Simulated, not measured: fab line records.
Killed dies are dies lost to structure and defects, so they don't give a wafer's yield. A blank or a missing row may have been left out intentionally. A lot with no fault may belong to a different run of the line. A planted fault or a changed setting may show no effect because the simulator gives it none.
Matching of chambers ; flow nand-harc ; 4 sister chambers for NHARC_P_STI_ETCH_42 on rie-diel-03
The step etches the open film in N2/H2, target depth 80 nm, overetch 24 nm, time 61 s. 27 wafers are shown with their chamber, then 12 later ones without.

WAFERS WITH THEIR CHAMBER
wafer;chamber;drypump-motor-current-A (A);rf-vpp-V (V);oes-product-au (a.u.)
L076.2;0;6.3;430.7;1.004
L076.4;2;5.7;427.6;0.996
L076.5;1;5.7;433.5;1.024
L078.1;1;5.7;434.0;1.016
L078.3;2;5.7;428.5;1.001
L078.5;1;5.7;435.2;1.012
L079.2;1;5.7;433.9;1.010
L079.3;0;6.3;428.4;1.000
L079.4;2;5.8;428.1;1.011
L081.1;3;5.6;431.9;1.017
L081.2;1;5.7;432.1;1.007
L081.3;0;6.3;430.6;0.983
L081.4;2;5.8;427.1;0.993
L081.5;1;5.7;433.9;1.012
L081.6;0;6.3;432.3;0.994
L082.3;3;5.6;431.9;1.000
L082.5;2;5.8;429.2;1.005
L082.6;1;5.7;432.2;1.010
L083.1;3;5.5;431.0;1.009
L083.3;0;6.3;432.6;0.996
L083.5;1;5.7;434.8;1.021
L084.1;2;5.8;426.4;0.999
L084.2;1;5.7;434.5;1.007
L084.3;0;6.3;431.2;0.991
L084.4;3;5.6;433.2;0.991
L084.5;0;6.3;430.1;0.995
L084.6;1;5.7;433.3;1.011

SIGNATURES, as means of the wafers listed above
reading;chamber 0;chamber 1;chamber 2;chamber 3;scatter within a chamber
drypump-motor-current-A;6.300;5.700;5.767;5.575;0.0301
rf-vpp-V;430.843;433.740;427.817;432.000;1.12
oes-product-au;0.99471;1.01300;1.00083;1.00425;0.00706
Rule: distance of a wafer from a chamber = root of the sum over the readings of ((wafer's reading minus chamber's mean) / reading's scatter) squared. The wafer belongs to the nearest chamber; if the next one is less than 2 further off, it can't be placed. The scatter is the square root of a quotient: the sum, over the shown wafers, of each reading's squared deviation from its chamber's mean, divided by wafers minus chambers.

WAFERS MISSING THEIR CHAMBER
wafer;drypump-motor-current-A (A);rf-vpp-V (V);oes-product-au (a.u.)
L090.1;6.3;431.2;1.004
L090.3;5.8;433.6;1.021
L090.6;5.8;427.4;1.004
L094.2;5.6;429.8;1.007
L094.3;5.8;432.7;1.010
L094.5;5.6;432.3;1.001
L096.3;5.8;426.8;1.014
L096.5;5.8;427.2;1.008
L096.6;5.6;430.0;1.010
L097.1;6.3;430.1;1.003
L097.2;5.6;430.6;1.002
L097.6;5.5;429.4;1.003

WHICH CHAMBER EACH ONE RAN IN
wafer;from the rows above;in truth
L090.1;0;0
L090.3;1;1
L090.6;2;2
L094.2;3;3
L094.3;can't be placed: 1 or 2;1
L094.5;3;3
L096.3;2;2
L096.5;2;2
L096.6;3;3
L097.1;0;0
L097.2;3;3
L097.6;3;3
Correct placement for 11 of the 12. From these rows, 1 cannot be placed; in 1 the true chamber is one of the candidates. 0 placed wrongly.
